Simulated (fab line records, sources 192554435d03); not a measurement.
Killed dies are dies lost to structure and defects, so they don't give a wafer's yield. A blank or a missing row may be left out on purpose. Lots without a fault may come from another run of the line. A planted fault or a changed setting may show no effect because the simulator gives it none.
Which tool did it? | flow n5_finfet | 10 lots, 30 wafers sampled, at 5 steps of a route of 1938

WHAT THE GAUGES READ, wafer by wafer
N5_BEOL_M4_RC_MEAS_101. Usual: DIBL_N 35.9 mV/V, standard deviation 1.3; DIBL_P 35.9 mV/V, standard deviation 1.6; IOFF_N 0.156 nA/um, standard deviation 0.022; IOFF_P 0.205 nA/um, standard deviation 0.023; ION_N 675 uA/um, standard deviation 9; ION_P 463 uA/um, standard deviation 5.6; SS_N 71.4 mV/dec, standard deviation 0.57; SS_P 73.1 mV/dec, standard deviation 0.52; VT_N 249.7 mV, standard deviation 2.8; VT_P -250.2 mV, standard deviation 2.5.
lot  | measured     | on        | DIBL_N (mV/V)  | DIBL_P (mV/V)  | IOFF_N (nA/um)    | IOFF_P (nA/um)    | ION_N (uA/um) | ION_P (uA/um) | SS_N (mV/dec)  | SS_P (mV/dec)  | VT_N (mV)         | VT_P (mV)            | flag
L381 | day 8 10:27  | prober-02 | 35.7 34.0 36.6 | 36.3 33.5 37.3 | 0.169 0.136 0.185 | 0.208 0.173 0.220 | 679 663 680   | 460 454 463   | 71.8 71.2 72.8 | 73.6 72.4 72.9 | 247.4 252.1 247.1 | -251.9 -254.5 -251.7 |
L382 | day 9 05:26  | prober-01 | 35.5 36.9 37.6 | 36.9 38.7 39.1 | 0.157 0.190 0.204 | 0.188 0.218 0.226 | 677 691 688   | 460 466 459   | 70.8 71.9 72.4 | 73.3 73.0 73.5 | 249.9 248.4 246.2 | -252.9 -249.9 -252.3 |
L384 | day 9 07:47  | prober-02 | 35.1 32.9 33.3 | 35.5 32.3 33.4 | 0.141 0.109 0.113 | 0.200 0.162 0.169 | 668 660 665   | 464 461 465   | 71.0 70.1 71.1 | 73.1 71.7 72.5 | 250.5 255.8 254.9 | -250.8 -251.4 -250.0 |
L385 | day 9 13:36  | prober-02 | 34.7 37.3 35.3 | 35.5 38.2 35.8 | 0.136 0.170 0.142 | 0.218 0.266 0.223 | 673 675 679   | 467 472 474   | 71.1 72.1 71.8 | 72.3 73.3 72.5 | 249.2 248.7 250.7 | -247.6 -243.5 -248.0 |
L387 | day 10 09:53 | prober-01 | 35.3 35.4 35.5 | 34.7 34.5 34.6 | 0.144 0.139 0.142 | 0.198 0.194 0.196 | 676 667 668   | 461 460 455   | 70.3 70.1 71.1 | 72.7 73.5 73.1 | 252.4 251.9 251.9 | -253.1 -251.6 -250.6 |
L393 | day 11 18:08 | prober-01 | 34.8 35.3 33.9 | 34.8 35.6 33.4 | 0.137 0.150 0.128 | 0.166 0.176 0.146 | 668 673 668   | 456 458 448   | 70.6 72.1 71.1 | 72.6 73.9 72.5 | 253.0 250.7 252.5 | -254.9 -254.0 -257.1 |
L394 | day 11 22:10 | prober-01 | 35.8 36.7 33.9 | 35.4 36.7 33.8 | 0.154 0.179 0.128 | 0.198 0.222 0.175 | 684 679 664   | 464 465 457   | 71.5 71.5 71.3 | 72.8 73.8 72.9 | 249.4 247.4 250.7 | -249.8 -249.7 -252.9 |
L395 | day 12 08:43 | prober-02 | 38.3 36.2 36.1 | 37.3 35.6 36.0 | 0.176 0.139 0.146 | 0.246 0.225 0.226 | 678 664 672   | 469 472 473   | 70.9 70.7 71.4 | 73.8 73.2 72.6 | 249.1 250.8 249.6 | -246.2 -244.7 -248.5 |
L397 | day 13 05:36 | prober-01 | 35.7 35.8 34.8 | 37.2 37.6 36.8 | 0.150 0.152 0.139 | 0.185 0.198 0.183 | 666 665 665   | 457 459 456   | 71.5 71.9 71.7 | 72.9 73.2 72.6 | 252.0 249.6 252.1 | -253.1 -253.4 -254.4 |
L399 | day 13 05:27 | prober-02 | 38.2 37.4 39.1 | 37.6 36.7 39.4 | 0.172 0.151 0.197 | 0.217 0.204 0.249 | 680 663 679   | 462 457 463   | 71.6 71.9 72.1 | 74.0 73.9 74.4 | 247.7 251.6 246.0 | -248.9 -250.7 -247.2 |

WHICH TOOL RAN EACH LOT (tool, then ch and the chambers of the sampled wafers, then the start)
lot  | N5_BEOL_M0_ANNEAL_133        | N5_BEOL_M0_ANNEAL_135        | N5_BEOL_M0_CO_CAP_123            | N5_BEOL_M1_HM_DEP_02
L381 | pvd_sputter-01, day 6 18:38  | pvd_sputter-01, day 6 18:45  | cvd_co-02 ch 0,1,2, day 6 19:40  | pvd_sputter-01, day 6 21:25
L382 | pvd_sputter-03, day 6 23:54  | pvd_sputter-03, day 7 00:01  | cvd_co-02 ch 0,1,2, day 7 00:55  | pvd_sputter-03, day 7 03:01
L384 | pvd_sputter-03, day 7 05:40  | pvd_sputter-03, day 7 05:47  | cvd_co-02 ch 1,2, day 7 07:16    | pvd_sputter-01, day 7 07:56
L385 | pvd_sputter-01, day 7 19:53  | pvd_sputter-01, day 7 20:00  | cvd_co-01 ch 0,1,2, day 7 20:55  | pvd_sputter-02, day 7 23:14
L387 | pvd_sputter-01, day 8 07:53  | pvd_sputter-01, day 8 08:00  | cvd_co-02 ch 1,2, day 8 08:55    | pvd_sputter-03, day 8 10:16
L393 | pvd_sputter-03, day 9 18:01  | pvd_sputter-03, day 9 18:08  | cvd_co-01 ch 0,1,2, day 9 19:02  | pvd_sputter-03, day 9 19:57
L394 | pvd_sputter-02, day 9 22:52  | pvd_sputter-02, day 9 22:59  | cvd_co-01 ch 0,1,2, day 9 23:58  | pvd_sputter-01, day 10 02:08
L395 | pvd_sputter-02, day 10 03:54 | pvd_sputter-02, day 10 04:01 | cvd_co-01 ch 0,1,2, day 10 05:04 | pvd_sputter-03, day 10 05:47
L397 | pvd_sputter-01, day 10 16:22 | pvd_sputter-01, day 10 16:29 | cvd_co-01 ch 0,1,2, day 10 17:25 | pvd_sputter-03, day 10 19:31
L399 | pvd_sputter-02, day 11 08:28 | pvd_sputter-02, day 11 08:35 | cvd_co-01 ch 0,2, day 11 09:51   | pvd_sputter-03, day 11 11:46
- N5_BEOL_M0_ANNEAL_133: time 60 s.
- N5_BEOL_M0_ANNEAL_135: time 60 s.
- N5_BEOL_M0_CO_CAP_123: material Co, precursor CCTBA/H2, target thk 2 nm, time 102.1 s.
- N5_BEOL_M1_HM_DEP_02: deposits TiN, target thk 20 nm.

WHAT THE TOOLS THEMSELVES READ (means of the sampled wafers that have a number; where no wafer has one, the mark that the record gives instead)
N5_BEOL_M0_ANNEAL_133. Usual: heater_power_w 874 W, standard deviation 71.
lot  | tool           | heater_power_w (W) | flag
L381 | pvd_sputter-01 | 878                |
L382 | pvd_sputter-03 | 873                |
L384 | pvd_sputter-03 | 888                |
L385 | pvd_sputter-01 | 856                |
L387 | pvd_sputter-01 | 836                |
L393 | pvd_sputter-03 | 925                |
L394 | pvd_sputter-02 | 1008               |
L395 | pvd_sputter-02 | 853                |
L397 | pvd_sputter-01 | 873                |
L399 | pvd_sputter-02 | 895                |

N5_BEOL_M0_ANNEAL_135. Usual: heater_power_w 875 W, standard deviation 76.
lot  | tool           | heater_power_w (W) | flag
L381 | pvd_sputter-01 | 880                |
L382 | pvd_sputter-03 | 881                |
L384 | pvd_sputter-03 | 858                |
L385 | pvd_sputter-01 | 864                |
L387 | pvd_sputter-01 | 857                |
L393 | pvd_sputter-03 | 917                |
L394 | pvd_sputter-02 | 1019               |
L395 | pvd_sputter-02 | 860                |
L397 | pvd_sputter-01 | 866                |
L399 | pvd_sputter-02 | 891                |

N5_BEOL_M0_CO_CAP_123. Usual: heater_power_w 235 W, standard deviation 24; run_length_s 125.4 s, standard deviation 0.48.
lot  | tool      | heater_power_w (W) | run_length_s (s) | flag
L381 | cvd_co-02 | 230                | 125.0            |
L382 | cvd_co-02 | 232                | 125.4            |
L384 | cvd_co-02 | 213                | 135.3            | OFF
L385 | cvd_co-01 | 235                | 125.3            |
L387 | cvd_co-02 | 212                | 135.3            | OFF
L393 | cvd_co-01 | 239                | 125.3            |
L394 | cvd_co-01 | 235                | 125.5            |
L395 | cvd_co-01 | 237                | 125.3            |
L397 | cvd_co-01 | 239                | 125.6            |
L399 | cvd_co-01 | 219                | 125.8            |

N5_BEOL_M1_HM_DEP_02. Usual: throttle_valve_pct 30.1 %, standard deviation 0.95.
lot  | tool           | throttle_valve_pct (%) | flag
L381 | pvd_sputter-01 | 31.3                   |
L382 | pvd_sputter-03 | 30.6                   |
L384 | pvd_sputter-01 | 30.5                   |
L385 | pvd_sputter-02 | 29.3                   |
L387 | pvd_sputter-03 | 30.5                   |
L393 | pvd_sputter-03 | 29.8                   |
L394 | pvd_sputter-01 | 30.5                   |
L395 | pvd_sputter-03 | 30.9                   |
L397 | pvd_sputter-03 | 30.9                   |
L399 | pvd_sputter-03 | 30.3                   |

THE ANSWER, worked out from the rows above alone
Rule: a lot is off if the mean of its wafers that have a number lies more than 3 standard deviations from the usual mean. A lot without any number at a reading at which 4 lots or more have one is off too. The other lots that the step has rows for count as sound. The gauges are gone through in route order, then the tools' own readings, and for those a lot's mean is taken as printed above. The first step at which some lot is off is used, and at that step the reading that is off furthest; a lot without a number counts as furthest.
Off: L384, L387, at N5_BEOL_M0_CO_CAP_123 (run_length_s).
A tool fits if, at that step or a process step before it, it ran every lot that is off, and no sound lot after the first of them. One fits: cvd_co-02 at N5_BEOL_M0_CO_CAP_123. Its last sound lot is L382 (day 7 00:55), its first lot that is off L384 (day 7 07:16): a fault that began between those two fits.
The tool's own readings at N5_BEOL_M0_CO_CAP_123 bear it out: on the lots that are off they differ by more than 5 times the standard deviation of the sound lots' means. run_length_s reads 135.3 s there against 125.4 s on the sound lots.

WHAT THE SIMULATOR HAD PUT IN
Process parameter drift: cvd_co-02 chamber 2, from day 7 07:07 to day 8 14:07, at N5_BEOL_M0_CO_CAP_123. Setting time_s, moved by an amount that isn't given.
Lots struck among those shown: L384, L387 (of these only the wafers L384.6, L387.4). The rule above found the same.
